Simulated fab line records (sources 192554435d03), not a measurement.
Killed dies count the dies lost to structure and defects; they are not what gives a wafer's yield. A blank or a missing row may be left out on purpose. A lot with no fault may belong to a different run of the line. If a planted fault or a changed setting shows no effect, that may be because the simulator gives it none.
Chamber matching / flow n5Finfet / N5_HKMG_FIN_ALD_91 on aldMetal-02 has 4 sister chambers
The step deposits TiN, target thk 1 nm, pulse time 1 s, purge time 3 s. 4 wafers are shown with their chamber, then 10 later ones without.

WAFERS PAIRED WITH THEIR CHAMBERS
wafer=L086.4; chamber=0; heaterPowerW (W)=1000
wafer=L088.5; chamber=3; heaterPowerW (W)=923
wafer=L092.2; chamber=1; heaterPowerW (W)=920
wafer=L092.3; chamber=2; heaterPowerW (W)=961

WAFERS WITH NO CHAMBER GIVEN
wafer=L092.6; heaterPowerW (W)=902
wafer=L093.1; heaterPowerW (W)=1026
wafer=L093.2; heaterPowerW (W)=882
wafer=L093.6; heaterPowerW (W)=967
wafer=L095.2; heaterPowerW (W)=964
wafer=L095.3; heaterPowerW (W)=999
wafer=L095.5; heaterPowerW (W)=1030
wafer=L097.4; heaterPowerW (W)=995
wafer=L097.5; heaterPowerW (W)=900
wafer=L097.6; heaterPowerW (W)=969

WHICH CHAMBER EACH ONE RAN IN
wafer=L092.6; from the rows above=can't be placed: 1 or 3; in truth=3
wafer=L093.1; from the rows above=can't be placed: 0 or 2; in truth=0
wafer=L093.2; from the rows above=can't be placed: 1 or 3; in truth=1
wafer=L093.6; from the rows above=can't be placed: 2 or 0 or 3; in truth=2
wafer=L095.2; from the rows above=can't be placed: 2 or 0 or 3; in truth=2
wafer=L095.3; from the rows above=can't be placed: 0 or 2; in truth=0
wafer=L095.5; from the rows above=can't be placed: 0 or 2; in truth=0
wafer=L097.4; from the rows above=can't be placed: 0 or 2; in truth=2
wafer=L097.5; from the rows above=can't be placed: 1 or 3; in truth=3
wafer=L097.6; from the rows above=can't be placed: 2 or 0 or 3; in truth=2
Correctly placed: 0 of 10. Unplaceable from these rows: 10, with the true chamber sitting among the candidates in 10. Wrongly placed: 0.
How it was worked out, from the rows above alone: a wafer's distance from a chamber is the root of the sum, over the readings, of the square of ((its reading less the chamber's mean) divided by the reading's scatter). The wafer belongs to the nearest chamber; if the next one is less than 2 further off, it can't be placed. The mean given for a chamber averages the wafers shown for that chamber. The scatter: root of mean squared gap, hidden wafer to nearest shown wafer, with one shown wafer a chamber.
